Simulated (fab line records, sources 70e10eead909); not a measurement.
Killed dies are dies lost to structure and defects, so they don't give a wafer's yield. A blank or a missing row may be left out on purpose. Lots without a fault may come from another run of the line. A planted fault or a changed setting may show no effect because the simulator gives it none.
fab line records | flow nand_harc
record lots=13 wafers=37 last_day=33
route steps=1302 shown A_SLIT@939 A_WL_FILL@956 END@1302
lots that met no fault: from a run of the same line without faults
start_h: hours from the record's first day to the start of the lot's first wafer shown | wait_h: hours since the lot's step before | " the same as in the row above | L1.1+2: a row that stands for several wafers | - no value, or no start given | * or withheld: withheld | < > ~ a bound
route shown NAME@n: a module of which the file shows steps, and the number in the route of the first | usual: mean/standard deviation of fault-free wafers | same: alike in all rows | chamber/n: place in a boat | sites: the reading at each site | _std_site: their standard deviation | _edge_site: outer sites' mean less inner sites' | radius_mm: how far each site lies from the wafer's centre | mask NAME#n: copy n | behind: the tool/chamber that last shaped the wafer | hold: why the lot was held/for how many hours/how that ended | device: the transistor (n, p or np) that didn't switch | end of line: the same wafers' tests at the end of the route | a step without rows: its recipe alone | killed: dies lost to structure and defects at the first sort, not the wafer's yield | map: a wafer's dies, x killed, . not, _ none there
set.NAME: the setting as run; set.NAME@STEP: as run at that earlier step | model.NAME: the simulator's own value behind a step, which no gauge read
steps of the route over a sample of lots; a table a step, a row a wafer
services: from which hour (start_h, from the record's first day; less than 0 if before it) a tool's chamber was out of use, for how many hours, and why
## steps
# step NHARC_A_SLIT_ETCH_17
# recipe bias_v=900 source_w=withheld pressure_mtorr=20 ar_flow_sccm=375 c4f8_flow_sccm=83.3 o2_flow_sccm=41.7 time_s=4254.5 target_depth_a=2.03e+05 chemistry=C4F8/O2/Ar
# usual drypump_motor_current_A=5.5/0.34 o2_flow_sccm=41.70/0.13 oes_air_line_au=0.997/0.019 showerhead_plenum_p_Torr=3.68/0.12 throttle_valve_pct=32.045/0.0099
# columns lot.wafer tool chamber start_h wait_h drypump_motor_current_A o2_flow_sccm oes_air_line_au rf_hours_counter_h showerhead_plenum_p_Torr throttle_valve_pct
L401.2 har_etch-01 1 449.99 - 5.9 41.63 0.989 242 3.64 32.038
L401.4 " 0 " " 5.5 41.46 1.001 - 3.65 32.048
L401.6 " 0 451.83 - 5.5 41.54 1.005 - 3.65 32.051
L403.2 har_etch-02 0 461.08 - 5.6 42.16 1.018 42 3.64 32.033
L403.3 " 1 462.91 - 4.9 41.69 1.031 - 3.92 32.033
L403.5 " 0 " " 5.6 41.88 1.006 - 3.64 32.031
L402.2 har_etch-01 1 461.13 - 5.9 41.57 1.032 249 3.63 32.031
L402.4 " 1 462.32 - 5.9 41.45 1.031 - 3.63 32.056
L402.6 " 0 " " 5.5 41.51 1.003 - 3.65 32.041
L406.2 har_etch-02 0 490.23 - 5.6 41.81 0.973 62 3.63 32.060
L406.5 " 1 492.05 - 4.9 41.48 0.975 - 3.91 32.052
L406.6 " 0 " " 5.6 41.81 0.969 - 3.63 32.054
L407.1 har_etch-02 1 533.22 - 4.9 41.82 0.985 81 3.89 32.056
L407.2 " 0 " " 5.6 41.74 1.018 81 3.62 32.056
L407.3 " 1 " " 4.9 41.61 0.978 - 3.89 32.040
L410.2 har_etch-01 1 541.55 - 5.9 41.66 0.973 295 3.61 32.033
L410.4 " 0 543.34 - 5.5 41.76 1.016 - 3.63 32.047
L410.5 " 1 " " 5.9 41.79 0.966 - 3.61 32.056
L412.1 har_etch-01 1 555.59 - 5.8 41.56 0.998 307 3.60 32.022
L412.2 " 0 " " 5.5 41.53 0.975 307 3.62 32.050
L412.6 " 1 558.00 - 5.8 41.65 0.987 - 3.60 32.043
L411.6 har_etch-02 0 561.65 - 5.6 41.57 1.033 - 3.61 32.051
L419.1 har_etch-01 0 623.55 - 5.5 41.73 1.003 349 3.60 32.051
L419.3 " 1 625.37 - 5.8 41.69 0.980 - 3.58 32.035
L419.5 " 1 626.58 - 5.8 41.81 0.966 - 3.58 32.048
L422.1 har_etch-02 0 650.97 - 5.6 41.44 0.999 149 3.59 32.044
L422.2 " 1 " " 4.9 41.72 0.976 149 3.86 32.039
L422.6 " 1 653.93 - 4.9 41.42 0.993 - 3.86 32.052
L421.3 har_etch-01 1 652.79 - 5.8 41.64 0.987 - 3.57 32.043
L421.6 " 0 " " 5.5 41.52 1.005 - 3.59 32.037
L421.5 " 1 " " 5.8 41.65 0.989 - 3.57 32.036
L423.2 har_etch-02 0 670.67 - 5.6 41.78 0.962 164 3.58 32.040
L423.6 " 0 673.08 - 5.6 41.64 1.003 - 3.58 32.048
L423.5 " 1 " " 4.9 41.58 0.988 - 3.85 32.040
L424.3 har_etch-01 1 673.17 - 5.8 41.54 0.989 - 3.57 32.042
L424.4 " 0 " " 5.5 41.72 0.977 - 3.59 32.053
L424.6 " 0 674.98 - 5.5 41.75 0.976 - 3.58 32.053
# step NHARC_A_WL_FILL_CVD_03
# recipe target_thk_a=400 temp_c=300 pressure_torr=40 wf6_flow_sccm=40 h2_flow_sccm=1600 ar_flow_sccm=1560 time_s=279 material=W
# usual heater_power_w=461/14 throttle_valve_pct=8.0/0.36
# columns lot.wafer tool chamber start_h wait_h heater_power_w throttle_valve_pct
L401.2 cvd_w-01 0 462.11 0.1 442 7.5
L401.4 " 0 " " 435 7.2
L401.6 " 0 " " 440 7.5
L403.2 cvd_w-01 0 473.08 0.1 442 7.5
L403.3 " 0 " " 444 7.6
L403.5 " 1 " " 488 8.1
L402.2 cvd_w-02 0 473.14 0.1 450 8.2
L402.4 " 1 " " 467 7.8
L402.6 " 1 " " 464 7.5
L406.2 cvd_w-01 1 502.32 0.2 478 8.2
L406.5 " 1 " " 477 8.4
L406.6 " 1 " " 461 8.1
L407.1 cvd_w-02 0 547.23 0.1 470 8.4
L407.2 " 0 " " 461 8.3
L407.3 " 0 " " 460 8.3
L410.2 cvd_w-02 1 554.41 0.2 461 7.8
L410.4 " 0 " " 457 8.6
L410.5 " 0 " " 460 8.7
L412.2 cvd_w-02 1 568.35 0.1 469 7.6
L412.1 " 0 " " 470 8.0
L412.6 " 1 " " 458 7.7
L411.6 cvd_w-02 0 572.13 0.3 461 8.6
L419.1 cvd_w-01 0 636.14 0.1 445 7.3
L419.3 " 0 " " 449 7.7
L419.5 " 0 " " 449 7.2
L422.2 cvd_w-01 0 663.65 0.1 449 7.5
L422.1 " 1 " " 470 8.3
L422.6 " 1 " " 476 8.1
L421.3 cvd_w-02 0 663.97 0.2 439 8.2
L421.6 " 1 " " 445 7.7
L421.5 " 0 " " 429 8.0
L424.4 cvd_w-02 0 683.44 0.2 440 8.2
L424.3 " 1 " " 447 7.8
L424.6 " 1 " " 455 7.8
L423.2 cvd_w-02 1 683.70 0.4 451 7.3
L423.6 " 0 " " 439 8.1
L423.5 " 1 " " 444 8.1
# step NHARC_A_WL_FILL_ETCHBACK_04
# recipe target_depth_a=600 time_s=120 chemistry=NF3
# usual drypump_motor_current_A=5.6/0.37 oes_product_au=1.001/0.012
# columns lot.wafer tool chamber start_h wait_h drypump_motor_current_A oes_product_au rf_hours_counter_h
L401.2 rie_metal-01 0 462.49 0.3 5.7 0.995 0.3
L401.4 " 0 " " 5.7 0.985 -
L401.6 " 1 " " 5.0 1.000 -
L402.2 rie_metal-01 0 473.46 0.3 5.7 0.995 0.8
L402.4 " 0 " " 5.7 0.990 -
L402.6 " 1 " " 5.0 0.983 -
L403.2 rie_metal-02 0 473.49 0.4 5.8 0.993 0.1
L403.3 " 0 " " 5.8 0.992 -
L403.5 " 1 " " 5.6 0.995 -
L406.2 rie_metal-02 0 502.90 0.5 5.8 1.005 0.6
L406.5 " 0 " " 5.8 0.996 -
L406.6 " 1 " " 5.6 0.994 -
L407.1 rie_metal-01 0 547.93 0.6 5.7 1.011 1.9
L407.2 " 1 " " 5.0 0.991 1.9
L407.3 " 1 " " 5.0 0.991 -
L410.2 rie_metal-03 1 554.79 0.3 6.3 1.029 0.5
L410.4 " 0 " " 5.9 1.012 -
L410.5 " 0 " " 5.9 1.011 -
L412.1 rie_metal-03 1 568.72 0.3 6.2 1.014 0.8
L412.2 " 0 " " 5.9 1.008 0.8
L412.6 " 1 " " 6.2 1.025 -
L411.6 rie_metal-01 0 572.38 0.2 5.7 1.004 -
L419.1 rie_metal-01 0 636.54 0.4 5.7 0.999 0.5
L419.3 " 0 " " 5.7 1.004 -
L419.5 " 0 " " 5.7 1.005 -
L422.2 rie_metal-03 1 664.02 0.3 6.2 1.027 2.3
L422.1 " 0 " " 5.9 1.008 2.3
L422.6 " 0 " " 5.9 1.002 -
L421.3 rie_metal-02 1 664.26 0.2 5.6 1.012 -
L421.5 " 1 " " 5.6 1.008 -
L421.6 " 0 " " 5.8 0.992 -
L424.4 rie_metal-02 0 683.78 0.3 5.8 0.986 -
L424.3 " 1 " " 5.6 1.006 -
L424.6 " 0 " " 5.8 0.986 -
L423.2 rie_metal-01 0 684.02 0.3 5.7 0.994 1.3
L423.6 " 0 " " 5.7 0.995 -
L423.5 " 1 " " 5.0 0.997 -
# step NHARC_A_WL_FILL_STRIP_27
# recipe power_w=1500 temp_c=250 time_s=20 chemistry=N2/H2
# usual drypump_motor_current_A=5.6/0.43 heater_power_w=317/33
# columns lot.wafer tool chamber start_h wait_h drypump_motor_current_A heater_power_w rf_hours_counter_h
L401.2 plasma_asher-01 0 462.89 0.1 5.4 283 27
L401.4 " 1 " " 6.2 270 -
L401.6 " 1 " " 6.2 277 -
L403.2 plasma_asher-02 0 473.84 0.1 5.7 346 5
L403.3 " 1 " " 5.0 339 -
L403.5 " 0 " " 5.7 352 -
L402.2 plasma_asher-01 0 473.87 0.1 5.4 286 31
L402.4 " 1 " " 6.2 288 -
L402.6 " 0 " " 5.4 283 -
L406.2 plasma_asher-02 0 503.28 0.1 5.7 340 8
L406.5 " 0 " " 5.7 348 -
L406.6 " 1 " " 5.0 349 -
L407.1 plasma_asher-01 1 548.32 0.1 6.2 272 5
L407.2 " 0 " " 5.4 280 5
L407.3 " 1 " " 6.2 269 -
L410.2 plasma_asher-02 1 555.17 0.1 5.0 349 20
L410.4 " 0 " " 5.6 352 -
L410.5 " 0 " " 5.7 347 -
L412.1 plasma_asher-02 0 569.11 0.1 5.8 345 23
L412.2 " 1 " " 5.0 342 23
L412.6 " 1 " " 5.0 353 -
L411.6 plasma_asher-02 0 572.73 0.2 5.8 346 -
L419.1 plasma_asher-02 1 636.91 0.1 5.0 341 5
L419.3 " 0 " " 5.7 337 -
L419.5 " 1 " " 5.0 346 -
L422.2 plasma_asher-01 1 664.51 0.2 6.2 272 29
L422.1 " 0 " " 5.4 285 29
L422.6 " 1 " " 6.2 275 -
L421.3 plasma_asher-02 1 664.62 0.1 5.0 346 -
L421.6 " 1 " " 5.0 339 -
L421.5 " 0 " " 5.7 339 -
L424.4 plasma_asher-02 1 684.14 0.1 5.0 347 -
L424.3 " 0 " " 5.7 346 -
L424.6 " 0 " " 5.7 330 -
L423.2 plasma_asher-01 0 684.42 0.1 5.4 279 33
L423.6 " 1 " " 6.2 275 -
L423.5 " 0 " " 5.4 293 -
# step NHARC_END_SORT_01
# recipe temp_c=25
# usual killed_at_array=55/12 killed_at_other=1.0/1.2 killed_at_periphery=3.9/2.6 killed_dies=60/12 killed_open=3.3/1.9 killed_short=2.5/1.8
# same gross_dies=677
# columns lot.wafer tool chamber start_h wait_h hold killed_at_array killed_at_other killed_at_periphery killed_dies killed_open killed_short
L401.2 prober-02 0 558.64 2.8 - 37 1 9 47 0 1
L401.4 prober-02 0 560.26 3.4 - 50 0 7 57 6 3
L401.6 prober-02 0 561.88 4.0 - 36 1 8 45 4 1
L403.2 prober-01 0 564.28 2.8 - 58 0 4 62 3 1
L403.3 prober-01 0 565.07 3.1 - 52 0 1 53 3 7
L403.5 prober-01 0 566.65 3.7 - 56 0 8 64 0 1
L402.2 prober-01 0 576.23 2.8 - 66 0 2 68 2 1
L402.4 prober-01 0 577.84 3.4 - 70 1 3 74 2 3
L402.6 prober-01 0 579.45 4.0 - 72 0 2 74 1 2
L406.2 prober-02 0 601.48 2.8 - 46 0 2 48 5 2
L406.5 prober-02 0 603.89 3.7 - 37 0 4 41 6 3
L406.6 prober-02 0 604.70 4.0 - 42 1 6 49 5 4
L407.1 prober-02 0 640.49 2.5 - 47 0 5 52 3 1
L407.2 prober-02 0 641.29 2.8 - 46 3 6 55 2 2
L407.3 prober-02 0 642.08 3.1 - 51 4 7 62 4 3
L410.2 prober-02 0 654.64 2.8 - 57 2 8 67 9 5
L410.4 prober-02 0 656.24 3.4 - 51 4 14 69 7 3
L410.5 prober-02 0 657.04 3.7 - 54 1 4 59 6 2
L412.1 prober-01 0 664.15 2.5 await_dispo/3.0h/release 142 1 9 152 4 8
L412.2 prober-01 0 664.96 2.8 await_dispo/3.0h/release 42 2 4 48 1 3
L412.6 prober-01 0 668.17 4.0 await_dispo/3.0h/release 45 2 2 49 6 3
L411.6 prober-02 0 689.61 4.0 await_dispo/4.8h/release 215 1 2 218 2 3
L419.1 prober-02 0 729.22 2.5 - 47 0 4 51 2 1
L419.3 prober-02 0 730.82 3.1 - 55 0 6 61 2 3
L419.5 prober-02 0 732.43 3.7 - 47 0 4 51 2 4
L421.3 prober-01 0 763.95 3.1 - 58 0 7 65 2 1
L421.5 prober-01 0 765.57 3.7 - 50 1 6 57 6 1
L421.6 prober-01 0 766.37 4.0 - 57 1 5 63 5 0
L422.1 prober-02 0 766.97 2.5 - 44 1 3 48 3 6
L422.2 prober-02 0 767.76 2.8 - 50 2 1 53 4 6
L422.6 prober-02 0 770.92 4.0 - 56 2 4 62 5 5
L423.2 prober-02 0 777.66 2.8 - 75 0 3 78 1 3
L423.5 prober-02 0 780.04 3.7 - 61 0 4 65 3 4
L423.6 prober-02 0 780.83 4.0 - 66 0 3 69 3 2
L424.3 prober-01 0 778.46 3.1 - 56 0 4 60 4 2
L424.4 prober-01 0 779.26 3.4 - 66 0 8 74 3 1
L424.6 prober-01 0 780.86 4.0 - 59 0 3 62 5 2
# killed by level:class
L401.2 A_SLIT:chamber_film_flake=17 P_GATE:chamber_film_flake=7 A_CHANNEL_HOLE_D2:chamber_film_flake=5 A_CHANNEL_FILL_D1:chamber_film_flake=4 A_STAIRCASE:chamber_film_flake=3 A_CONTACT:chamber_film_flake=3 P_M1:chamber_film_flake=2 A_ZERO_WELL:chamber_film_flake=2
L401.4 A_SLIT:chamber_film_flake=25 A_CHANNEL_HOLE_D2:chamber_film_flake=7 P_M1:chamber_film_flake=4 P_GATE:chamber_film_flake=2 A_ZERO_WELL:chamber_film_flake=2 A_WL_FILL:chamber_film_flake=2 A_M1:chamber_film_flake=2 A_SOURCE_PLATE:geometric_particle:open=1
L401.6 A_SLIT:chamber_film_flake=24 P_M1:chamber_film_flake=5 P_GATE:chamber_film_flake=3 A_CHANNEL_HOLE_D1:chamber_film_flake=2 A_CHANNEL_HOLE_D2:chamber_film_flake=2 A_WL_FILL:chamber_film_flake=2 A_SOURCE_PLATE:geometric_particle:open=1 A_CHANNEL_HOLE_D2:geometric_particle:short=1
L403.2 A_CHANNEL_HOLE_D1:chamber_film_flake=28 A_CHANNEL_HOLE_D2:chamber_film_flake=14 A_CONTACT:chamber_film_flake=10 P_M1:chamber_film_flake=2 A_WL_FILL:chamber_film_flake=2 P_CONTACT:geometric_particle:open=1 P_M0:geometric_particle:open=1 A_DECK1_JOINT:geometric_particle:short=1
L403.3 A_CHANNEL_HOLE_D1:chamber_film_flake=26 A_CHANNEL_HOLE_D2:chamber_film_flake=7 A_STAIRCASE:chamber_film_flake=4 A_CONTACT:chamber_film_flake=4 A_CHANNEL_FILL_D1:geometric_particle:short=2 A_M0:geometric_particle:short=2 P_STI:geometric_particle:short=1 A_ONON_D1:geometric_particle:short=1
L403.5 A_CHANNEL_HOLE_D1:chamber_film_flake=30 A_CHANNEL_HOLE_D2:chamber_film_flake=10 A_CONTACT:chamber_film_flake=6 P_M1:chamber_film_flake=5 A_WL_FILL:chamber_film_flake=4 A_STAIRCASE:chamber_film_flake=3 P_ZERO_WELL:chamber_film_flake=2 A_CHANNEL_FILL_D1:chamber_film_flake=2
L402.2 A_CHANNEL_HOLE_D2:chamber_film_flake=28 A_SLIT:chamber_film_flake=24 A_STAIRCASE:chamber_film_flake=5 A_CONTACT:chamber_film_flake=3 A_CHANNEL_HOLE_D1:chamber_film_flake=2 P_CONTACT:geometric_particle:open=1 A_CHANNEL_FILL_D2:geometric_particle:open=1 A_WL_FILL:geometric_particle:short=1
L402.4 A_CHANNEL_HOLE_D2:chamber_film_flake=27 A_SLIT:chamber_film_flake=26 A_CONTACT:chamber_film_flake=5 A_STAIRCASE:chamber_film_flake=4 P_ZERO_WELL:chamber_film_flake=2 A_CHANNEL_HOLE_D1:chamber_film_flake=2 P_STI:geometric_particle:open=1 A_ONON_D1:geometric_particle:short=1
L402.6 A_SLIT:chamber_film_flake=28 A_CHANNEL_HOLE_D2:chamber_film_flake=25 A_CONTACT:chamber_film_flake=11 A_STAIRCASE:chamber_film_flake=3 A_CHANNEL_HOLE_D1:chamber_film_flake=2 A_ONON_D1:geometric_particle:open=1 A_ONON_D1:geometric_particle:short=1 A_CHANNEL_FILL_D1:geometric_particle:short=1
L406.2 A_CHANNEL_HOLE_D2:chamber_film_flake=28 A_CONTACT:chamber_film_flake=6 A_CHANNEL_HOLE_D1:chamber_film_flake=3 A_ONON_D2:geometric_particle:open=2 A_STAIRCASE:chamber_film_flake=2 P_CONTACT:geometric_particle:open=1 P_M0:geometric_particle:open=1 A_CHANNEL_FILL_D1:geometric_particle:short=1
L406.5 A_CHANNEL_HOLE_D2:chamber_film_flake=25 P_M0:geometric_particle:open=2 A_BLC:geometric_particle:open=2 A_CHANNEL_HOLE_D1:chamber_film_flake=2 P_CONTACT:geometric_particle:short=1 A_CHANNEL_HOLE_D1:geometric_particle:short=1 A_ONON_D2:geometric_particle:short=1 A_CHANNEL_FILL_D2:geometric_particle:open=1
L406.6 A_CHANNEL_HOLE_D2:chamber_film_flake=24 P_CONTACT:geometric_particle:open=3 A_DECK1_JOINT:chamber_film_flake=3 A_STAIRCASE:chamber_film_flake=3 A_CONTACT:chamber_film_flake=3 P_GATE:chamber_film_flake=2 A_CHANNEL_FILL_D2:chamber_film_flake=2 P_CONTACT:geometric_particle:short=1
L407.1 A_CHANNEL_HOLE_D2:chamber_film_flake=28 A_CONTACT:chamber_film_flake=6 A_DECK1_JOINT:chamber_film_flake=4 A_CHANNEL_HOLE_D1:chamber_film_flake=3 P_BONDPAD:chamber_film_flake=2 P_M0:geometric_particle:open=1 A_ONON_D2:geometric_particle:open=1 A_CHANNEL_FILL_D2:geometric_particle:open=1
L407.2 A_CHANNEL_HOLE_D2:chamber_film_flake=25 A_CONTACT:chamber_film_flake=6 A_CHANNEL_HOLE_D1:chamber_film_flake=5 THIN_TSV:chamber_film_flake=3 P_STI:chamber_film_flake=2 P_GATE:chamber_film_flake=2 A_STAIRCASE:chamber_film_flake=2 A_WL_FILL:chamber_film_flake=2
L407.3 A_CHANNEL_HOLE_D2:chamber_film_flake=34 A_CHANNEL_HOLE_D1:chamber_film_flake=4 THIN_TSV:chamber_film_flake=4 P_BONDPAD:chamber_film_flake=3 A_CONTACT:chamber_film_flake=3 A_WL_FILL:geometric_particle:short=2 P_GATE:chamber_film_flake=2 A_WL_FILL:chamber_film_flake=2
L410.2 A_SLIT:chamber_film_flake=23 A_CHANNEL_HOLE_D2:chamber_film_flake=13 A_CONTACT:chamber_film_flake=4 A_ONON_D1:geometric_particle:open=3 A_CHANNEL_HOLE_D1:chamber_film_flake=3 A_ONON_D1:geometric_particle:short=2 P_STI:chamber_film_flake=2 P_CONTACT:chamber_film_flake=2
L410.4 A_SLIT:chamber_film_flake=20 A_CHANNEL_HOLE_D2:chamber_film_flake=14 A_CHANNEL_HOLE_D1:chamber_film_flake=5 P_CONTACT:chamber_film_flake=4 A_CONTACT:chamber_film_flake=4 THIN_TSV:chamber_film_flake=4 P_GATE:geometric_particle:open=3 P_M2:chamber_film_flake=3
L410.5 A_SLIT:chamber_film_flake=30 A_CHANNEL_HOLE_D2:chamber_film_flake=12 A_ONON_D2:geometric_particle:open=2 P_CONTACT:chamber_film_flake=2 A_CONTACT:chamber_film_flake=2 P_M0:geometric_particle:open=1 A_SOURCE_PLATE:geometric_particle:open=1 A_ONON_D1:geometric_particle:open=1
L412.1 A_WL_FILL:area_cvd=96 A_SLIT:chamber_film_flake=24 A_CHANNEL_HOLE_D1:chamber_film_flake=8 A_CHANNEL_HOLE_D2:chamber_film_flake=3 A_ONON_D1:geometric_particle:short=2 A_CHANNEL_FILL_D1:geometric_particle:short=2 P_ZERO_WELL:chamber_film_flake=2 P_M0:geometric_particle:short=1
L412.2 A_SLIT:chamber_film_flake=30 A_CHANNEL_HOLE_D1:chamber_film_flake=6 P_STI:chamber_film_flake=2 A_CONTACT:chamber_film_flake=2 P_M1:geometric_particle:short=1 A_SGD_CUT:geometric_particle:short=1 A_WL_FILL:geometric_particle:open=1 THIN_TSV:geometric_particle:short=1
L412.6 A_SLIT:chamber_film_flake=29 A_CHANNEL_HOLE_D1:chamber_film_flake=4 THIN_TSV:chamber_film_flake=2 P_M1:geometric_particle:open=1 A_ONON_D1:geometric_particle:open=1 A_ONON_D1:geometric_particle:short=1 A_CHANNEL_FILL_D1:geometric_particle:open=1 A_DECK1_JOINT:geometric_particle:short=1
L411.6 A_WL_FILL:area_cvd=158 A_CHANNEL_HOLE_D1:chamber_film_flake=26 A_CHANNEL_HOLE_D2:chamber_film_flake=18 A_SLIT:chamber_film_flake=3 A_CONTACT:chamber_film_flake=3 A_ZERO_WELL:chamber_film_flake=2 P_CONTACT:geometric_particle:open=1 A_CHANNEL_FILL_D2:geometric_particle:open=1
L419.1 A_SLIT:chamber_film_flake=27 A_CHANNEL_HOLE_D1:chamber_film_flake=10 A_STAIRCASE:chamber_film_flake=3 A_CONTACT:chamber_film_flake=3 P_M1:geometric_particle:open=1 A_ONON_D1:geometric_particle:open=1 A_CHANNEL_FILL_D1:geometric_particle:short=1 P_GATE:chamber_film_flake=1
L419.3 A_SLIT:chamber_film_flake=31 A_CHANNEL_HOLE_D1:chamber_film_flake=10 A_STAIRCASE:chamber_film_flake=4 P_CONTACT:chamber_film_flake=2 P_M1:chamber_film_flake=2 A_DECK1_JOINT:chamber_film_flake=2 A_CONTACT:chamber_film_flake=2 A_CHANNEL_HOLE_D1:geometric_particle:short=1
L419.5 A_SLIT:chamber_film_flake=26 A_CHANNEL_HOLE_D1:chamber_film_flake=6 A_CONTACT:chamber_film_flake=4 A_STAIRCASE:chamber_film_flake=3 A_ONON_D1:geometric_particle:open=2 A_CHANNEL_FILL_D2:geometric_particle:short=2 A_WL_FILL:chamber_film_flake=2 P_ZERO_WELL:geometric_particle:short=1
L421.3 A_SLIT:chamber_film_flake=34 A_CHANNEL_HOLE_D1:chamber_film_flake=10 A_STAIRCASE:chamber_film_flake=6 A_CONTACT:chamber_film_flake=5 P_M1:chamber_film_flake=4 A_WL_FILL:chamber_film_flake=2 P_GATE:geometric_particle:open=1 P_M0:geometric_particle:open=1
L421.5 A_SLIT:chamber_film_flake=26 A_CHANNEL_HOLE_D1:chamber_film_flake=7 A_STAIRCASE:chamber_film_flake=7 P_ZERO_WELL:chamber_film_flake=2 P_M1:chamber_film_flake=2 P_GATE:geometric_particle:open=1 A_CHANNEL_FILL_D1:geometric_particle:open=1 A_ONON_D2:geometric_particle:open=1
L421.6 A_SLIT:chamber_film_flake=29 A_STAIRCASE:chamber_film_flake=11 A_CHANNEL_HOLE_D1:chamber_film_flake=8 P_GATE:chamber_film_flake=4 A_ONON_D1:geometric_particle:open=2 A_CHANNEL_FILL_D1:geometric_particle:open=2 A_CONTACT:chamber_film_flake=2 A_SGD_CUT:geometric_particle:open=1
L422.1 A_CHANNEL_HOLE_D2:chamber_film_flake=25 A_SLIT:chamber_film_flake=4 A_WL_FILL:geometric_particle:short=3 P_STI:chamber_film_flake=2 A_CONTACT:chamber_film_flake=2 A_ONON_D1:geometric_particle:open=1 A_CHANNEL_FILL_D1:geometric_particle:open=1 A_CHANNEL_FILL_D1:geometric_particle:short=1
L422.2 A_CHANNEL_HOLE_D2:chamber_film_flake=23 A_SLIT:chamber_film_flake=7 A_ZERO_WELL:chamber_film_flake=3 A_CONTACT:chamber_film_flake=3 A_STAIRCASE:chamber_film_flake=3 A_WL_FILL:geometric_particle:short=2 A_WL_FILL:geometric_particle:open=2 A_M0:geometric_particle:short=2
L422.6 A_CHANNEL_HOLE_D2:chamber_film_flake=34 A_SLIT:chamber_film_flake=6 A_CONTACT:chamber_film_flake=5 A_DECK1_JOINT:geometric_particle:short=2 A_WL_FILL:geometric_particle:short=2 A_STAIRCASE:chamber_film_flake=2 THIN_TSV:chamber_film_flake=2 P_CONTACT:geometric_particle:open=1
L423.2 A_CHANNEL_HOLE_D2:chamber_film_flake=30 A_CHANNEL_HOLE_D1:chamber_film_flake=18 A_CONTACT:chamber_film_flake=11 A_STAIRCASE:chamber_film_flake=6 A_SLIT:chamber_film_flake=4 A_DECK1_JOINT:chamber_film_flake=3 P_GATE:chamber_film_flake=2 P_M1:geometric_particle:short=1
L424.3 A_SLIT:chamber_film_flake=30 A_CHANNEL_HOLE_D1:chamber_film_flake=8 A_STAIRCASE:chamber_film_flake=6 A_CONTACT:chamber_film_flake=5 A_ONON_D2:geometric_particle:open=2 P_M0:chamber_film_flake=2 P_GATE:geometric_particle:open=1 A_ONON_D2:geometric_particle:short=1
L424.4 A_SLIT:chamber_film_flake=31 A_STAIRCASE:chamber_film_flake=11 A_CHANNEL_HOLE_D1:chamber_film_flake=10 A_CHANNEL_FILL_D1:chamber_film_flake=9 P_M0:chamber_film_flake=3 A_CONTACT:chamber_film_flake=3 P_GATE:geometric_particle:open=2 P_CONTACT:geometric_particle:open=1
L423.5 A_CHANNEL_HOLE_D2:chamber_film_flake=28 A_CHANNEL_HOLE_D1:chamber_film_flake=11 A_CONTACT:chamber_film_flake=8 A_SLIT:chamber_film_flake=5 A_CHANNEL_FILL_D2:geometric_particle:open=2 P_GATE:chamber_film_flake=2 A_STAIRCASE:chamber_film_flake=2 P_CONTACT:geometric_particle:short=1
L423.6 A_CHANNEL_HOLE_D2:chamber_film_flake=26 A_CONTACT:chamber_film_flake=12 A_CHANNEL_HOLE_D1:chamber_film_flake=11 A_SLIT:chamber_film_flake=7 A_DECK1_JOINT:chamber_film_flake=4 P_GATE:chamber_film_flake=2 A_STAIRCASE:chamber_film_flake=2 P_M1:geometric_particle:short=1
L424.6 A_SLIT:chamber_film_flake=31 A_CHANNEL_HOLE_D1:chamber_film_flake=11 A_STAIRCASE:chamber_film_flake=3 A_CONTACT:chamber_film_flake=3 A_WL_FILL:geometric_particle:open=2 A_WL_FILL:chamber_film_flake=2 A_ONON_D2:geometric_particle:open=1 A_CHANNEL_FILL_D2:geometric_particle:short=1
## services
# columns tool chamber start_h hours kind
plasma_asher-02 - 426.23 9.0 pm
plasma_asher-02 0 426.23 9.0 vent_cycle
plasma_asher-02 1 426.23 9.0 vent_cycle
rie_metal-01 - 432.81 9.0 pm
plasma_asher-02 0 435.23 - clean
plasma_asher-02 1 435.23 - clean
cvd_w-01 0 440.88 6.4 repair
cvd_w-02 - 444.43 1.0 repair
cvd_w-02 - 450.11 13.0 pm
plasma_asher-02 - 452.03 14.8 repair
rie_metal-02 - 454.07 9.0 pm
cvd_w-01 0 498.74 9.9 repair
plasma_asher-02 - 501.49 0.6 repair
plasma_asher-01 - 519.00 9.0 pm
rie_metal-03 - 519.00 9.0 pm
cvd_w-02 1 533.44 13.9 repair
plasma_asher-02 - 535.60 8.6 repair
cvd_w-01 - 547.60 13.0 pm
plasma_asher-02 - 603.23 9.0 pm
plasma_asher-01 - 607.42 2.4 repair
rie_metal-01 - 609.81 9.0 pm
rie_metal-03 - 628.89 0.4 repair
rie_metal-02 - 631.07 9.0 pm
cvd_w-02 - 631.11 13.0 pm
## key
first_sign step=NHARC_END_SORT_01 reading=killed_dies direction=up sigmas=10 usual=60 struck=185
effect step=NHARC_END_SORT_01 reading=killed_at_array direction=up sigmas=10 usual=55 struck=178
more_kills_born_at NHARC_A_WL_FILL_CVD_03@cvd_w-02=254
met_at NHARC_A_WL_FILL_CVD_03
struck_lots L411,L412
struck_wafers L411.6,L412.1
tester_left_out L411,L412
not_acting_at NHARC_A_SLIT_ETCH_17,NHARC_A_WL_FILL_ETCHBACK_04,NHARC_A_WL_FILL_STRIP_27
onset_between 554.41 568.35
fault kind=process_parameter_drift tool=cvd_w-02 chamber=0 onset_h=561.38 steps=NHARC_A_WL_FILL_CVD_03 channel=target_thk_a offset=* shape=step end_h=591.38 acts_in=* stated=*
# tester_left_out: of these lots the tester's yield and bins aren't shown, on N5 and GAA mostly nor the transistor test; their killed dies are dies lost to structure and defects alone, not to doping, threshold or leakage, so they don't give the yield
